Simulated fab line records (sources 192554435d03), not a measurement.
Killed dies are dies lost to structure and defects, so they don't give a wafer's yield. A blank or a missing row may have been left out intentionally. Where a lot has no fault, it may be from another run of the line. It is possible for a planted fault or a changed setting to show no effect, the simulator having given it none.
One fault seen from 3 desks :: flow n5-finfet :: each desk holds nothing but its own numbers, with what lay behind them at the end

## FROM THE METROLOGY DESK
Lot by lot, what the gauges showed, no matter which tool ran the lot: averages of those sampled wafers that carry a number. Marked OUT: a lot whose mean sits more than 4 standard deviations from the usual mean, which makes it out of limits; the brackets give that distance. 7 of its 16 readings are shown: the first one out of limits and those lying furthest out on some lot.
Columns: A = CJ_N at N5_BEOL_M4_RC_MEAS_101, usual 4.33; B = DIBL_N at N5_BEOL_M4_RC_MEAS_101, usual 36.9 mV/V; C = IOFF_N at N5_BEOL_M4_RC_MEAS_101, usual 0.17 nA/um; D = IOFF_N_85C at N5_BEOL_M4_RC_MEAS_101, usual 3.3 nA/um; E = IOFF_N_LIN at N5_BEOL_M4_RC_MEAS_101, usual 0.077 nA/um; F = RS_PWELL at N5_BEOL_M4_RC_MEAS_101, usual 3011 ohm/sq; G = SS_N at N5_BEOL_M4_RC_MEAS_101, usual 71.7 mV/dec
lot: L797
first seen here: day 2 02:02
A: 4.26
B: 37.6
C: 0.16
D: 3.0
E: 0.070
F: 3032
G: 71.4

lot: L799
first seen here: day 2 13:50
A: 4.24
B: 36.0
C: 0.15
D: 3.0
E: 0.068
F: 2975
G: 71.2

lot: L800
first seen here: day 2 19:51
A: 4.39
B: 35.1
C: 0.13
D: 2.7
E: 0.065
F: 2987
G: 70.8

lot: L802
first seen here: day 3 07:44
A: 4.43
B: 37.7
C: 0.18
D: 3.5
E: 0.082
F: 3000
G: 72.1

lot: L804
first seen here: day 3 20:01
A: 4.40
B: 36.4
C: 0.17
D: 3.3
E: 0.076
F: 2989
G: 71.0

lot: L805
first seen here: day 4 01:51
A: 4.38
B: 39.6
C: 0.22
D: 4.1
E: 0.097
F: 3028
G: 72.0

lot: L808
first seen here: day 4 19:38
A: 1.35 (-30) OUT
B: 54.2 (+11) OUT
C: 2.20 (+64) OUT
D: 25.8 (+44) OUT
E: 0.172 (+7.9) OUT
F: 3209 (+8.6) OUT
G: 88.7 (+27) OUT

lot: L809
first seen here: day 5 01:51
A: 4.37
B: 35.9
C: 0.14
D: 2.8
E: 0.067
F: 3015
G: 71.4

lot: L810
first seen here: day 5 08:04
A: 1.39 (-29) OUT
B: 63.9 (+17) OUT
C: 3.88 (+99 or more) OUT
D: 43.9 (+80) OUT
E: 0.228 (+13) OUT
F: 3194 (+8.0) OUT
G: 101.4 (+47) OUT

lot: L811
first seen here: day 5 13:44
A: 4.36
B: 36.5
C: 0.17
D: 3.4
E: 0.078
F: 3008
G: 71.6
This desk finds L808, L810 out of limits, with the earliest case on L808 at day 11 01:46 (CJ_N at N5_BEOL_M4_RC_MEAS_101). L797, L799, L800, L802, L804, L805, L809, L811 stayed within limits.

## DESK OF THE TOOL OWNER: implanter-01
For each lot that ran on this tool, the mean over its sampled wafers that have a number, from the tool's own readings at N5_WELL_APT_IMPLANT_32. Marked OUT: a lot whose mean sits more than 4 standard deviations from the usual mean, which makes it out of limits; the brackets give that distance.
Columns: A = beam-on-s at N5_WELL_APT_IMPLANT_32, usual 10.02 s; B = dose-ions-cm2 at N5_WELL_APT_IMPLANT_32, usual 1.9998e+13; C = faraday-current-uA at N5_WELL_APT_IMPLANT_32, usual 253; D = rotation-deg at N5_WELL_APT_IMPLANT_32, usual 0.000 degrees
lot: L799
first seen here: day 2 15:38
A: 10.25
B: 1.9992e+13
C: 247
D: 0.021

lot: L802
first seen here: day 3 09:11
A: 9.94
B: 1.9986e+13
C: 255
D: -0.047

lot: L804
first seen here: day 3 21:40
A: 9.87
B: 2.0026e+13
C: 257
D: 0.003

lot: L808
first seen here: day 4 21:19
A: 9.89
B: 1.9950e+12 (-99 or more) OUT
C: 26 (-43) OUT
D: 0.004

lot: L810
first seen here: day 5 11:49
A: 10.07
B: 2.0227e+12 (-99 or more) OUT
C: 25 (-43) OUT
D: -0.009
Finding of this desk: L808, L810 out of limits; the first was L808 at day 4 21:19, on dose-ions-cm2 at N5_WELL_APT_IMPLANT_32. L799, L802, L804 stayed within limits.

## THE DEFECT DESK
What the inspections along the route counted, lot by lot: means of the sampled wafers that have a number. Marked OUT: a lot whose mean sits more than 4 standard deviations from the usual mean, which makes it out of limits; the brackets give that distance.
Columns: A = raw-defect-count at N5_WELL_APT_INSPECT_27, usual 2.1
lot: L797
first seen here: day 2 03:19
A: 1.3

lot: L799
first seen here: day 2 15:16
A: 2.3

lot: L800
first seen here: day 2 21:25
A: 2.0

lot: L802
first seen here: day 3 08:53
A: 3.0

lot: L804
first seen here: day 3 21:17
A: 1.7

lot: L805
first seen here: day 4 03:07
A: 1.0

lot: L808
first seen here: day 4 21:00
A: 2.0

lot: L809
first seen here: day 5 04:01
A: 3.7

lot: L810
first seen here: day 5 10:10
A: 2.3

lot: L811
first seen here: day 5 15:20
A: 1.7
This desk found nothing out of limits on any of the 10 lots.

## TAKEN TOGETHER
The tool owner's desk could have raised an alarm at day 4 21:19, on L808, L810.
An alarm was possible from the metrology desk at day 11 01:46, on L808, L810.
The defect desk saw nothing out of limits.
The defect desk has L808, L810 on record, within its limits.
On implanter-01, each named lot ran N5_WELL_APT_IMPLANT_32.

## WHAT THE SIMULATOR PUT IN
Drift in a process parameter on implanter-01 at N5_WELL_APT_IMPLANT_32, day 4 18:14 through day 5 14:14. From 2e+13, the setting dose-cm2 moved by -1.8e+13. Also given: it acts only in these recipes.
Shown lots that were struck: L808, L810.
Delay (hours) between the fault's onset and each desk's first out-of-limits reading: 3 at the tool owner's desk, 152 at the metrology desk.
